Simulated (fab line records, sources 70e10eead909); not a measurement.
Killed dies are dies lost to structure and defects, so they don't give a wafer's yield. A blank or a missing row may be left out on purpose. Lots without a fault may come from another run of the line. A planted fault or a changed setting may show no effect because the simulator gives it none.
A struck lot beside a sound one | flow nand_harc | 14 steps out of a route of 1302
Sound: wafers L262.2, L262.4, L262.6. Struck: wafers L271.1, L271.2, L271.6. The cause comes at the end.
At each step with rows: each side's tool, then ch and its chambers, then its first start. Under that, the readings that differ: sound wafers | struck wafers | difference of the means | sigmas: that difference in standard deviations of wafers without a fault.
alike: readings whose means differ by less than 2 such deviations, and words and numbers that are the same on both sides. not compared: withheld readings, readings that some wafer has no value for, bounds like >300 that may hide the same value, and numbers for which the record gives no deviation and whose values overlap.
The two part at a step that has a row with sigmas, a row that says differs or no value, or rows on one side only. Numbers that don't overlap but have no deviation are shown without sigmas and don't part them. A reading that every wafer of one side lacks parts them only if that side has two wafers or more.

NHARC_P_CONTACT_DESCUM_17: chemistry O2, time 3 s.
  sound on rie_diel-12 ch 1,2, day 6 08:29; struck on rie_diel-08 ch 0,2,3, day 10 03:29
  alike: drypump_motor_current_A, oes_product_au, rf_vpp_V, showerhead_plenum_p_Torr, throttle_valve_pct
  not compared: rf_hours_counter_h
then, 1 step without rows for these wafers: NHARC_P_CONTACT_ETCH_35 (etches the open film in CF4, target depth 39 nm, time 65 s).
NHARC_P_CONTACT_ETCH_36: etches the open film in N2/H2, target depth 260 nm, time 406.25 s.
  sound on rie_diel-12 ch 1,2,3; struck on rie_diel-08 ch 0,1,2
  alike: drypump_motor_current_A, h2_flow_sccm, oes_product_au, rf_fwd_power_W, rf_vpp_V, showerhead_plenum_p_Torr, throttle_valve_pct
  not compared: rf_hours_counter_h
then, 2 steps without rows for these wafers: NHARC_P_CONTACT_ETCH_18 (etches the open film in C4F8/O2/Ar, target depth 481 nm, time 240.5 s); NHARC_P_CONTACT_STRIP_37 (strips in C4F8/O2/Ar).
NHARC_P_CONTACT_ETCH_31: etches the open film in CH3F/O2, target depth 30 nm, time 85.7 s.
  sound on rie_diel-12 ch 1,2,3; struck on rie_diel-08 ch 0,3
  reading                     | sound          | struck         | difference | sigmas
  drypump_motor_current_A (A) | 5.74 5.73 5.68 | 4.96 5.51 4.96 | -0.57      | -2
  alike: oes_product_au, rf_fwd_power_W, rf_vpp_V, showerhead_plenum_p_Torr, throttle_valve_pct
  not compared: rf_hours_counter_h
NHARC_P_CONTACT_CD_MEAS_19:
  sound on cd_sem-02, day 6 09:31; struck on cd_sem-01, day 10 04:20
  alike: cd_nm
then, 2 steps without rows for these wafers: NHARC_P_CONTACT_STRIP_28 (strips in O2); NHARC_P_CONTACT_STRIP_29 (strips in post etch residue remover, time 1200 s).
NHARC_P_CONTACT_DEGAS_38: time 60 s.
  sound on pvd_sputter-03, day 6 10:13; struck on pvd_sputter-03, day 10 05:04
  alike: heater_power_w, susceptor_temp_C
then, 1 step without rows for these wafers: NHARC_P_CONTACT_PRE_CLEAN_39 (time 19.5 s).
NHARC_P_CONTACT_PVD_32: deposits Ti, target thk 5 nm, time 17.7 s.
  sound on pvd_sputter-03; struck on pvd_sputter-03
  alike: substrate_temp_c, throttle_valve_pct
NHARC_P_CONTACT_ALD_22: deposits TiN, target thk 3 nm, pulse time 1 s, ald cycles 150.
  sound on ald_metal-02 ch 0,1,3, day 6 10:28; struck on ald_metal-02 ch 1,2, day 10 05:17
  reading    | sound       | struck      | difference | sigmas
  ald_cycles | 150 150 150 | 146 146 146 | -4         |
  alike: heater_power_w, precursor_pulse_height_rel, susceptor_temp_C
then, 1 step without rows for these wafers: NHARC_P_CONTACT_CVD_23 (deposits W, target thk 200 nm, time 557 s).

WHERE THEY PART
Only at NHARC_P_CONTACT_ETCH_31, within this record. Later steps at which nothing parts them and some readings are alike: NHARC_P_CONTACT_CD_MEAS_19, NHARC_P_CONTACT_DEGAS_38, NHARC_P_CONTACT_PVD_32, NHARC_P_CONTACT_ALD_22.

WHY: what the simulator had put in
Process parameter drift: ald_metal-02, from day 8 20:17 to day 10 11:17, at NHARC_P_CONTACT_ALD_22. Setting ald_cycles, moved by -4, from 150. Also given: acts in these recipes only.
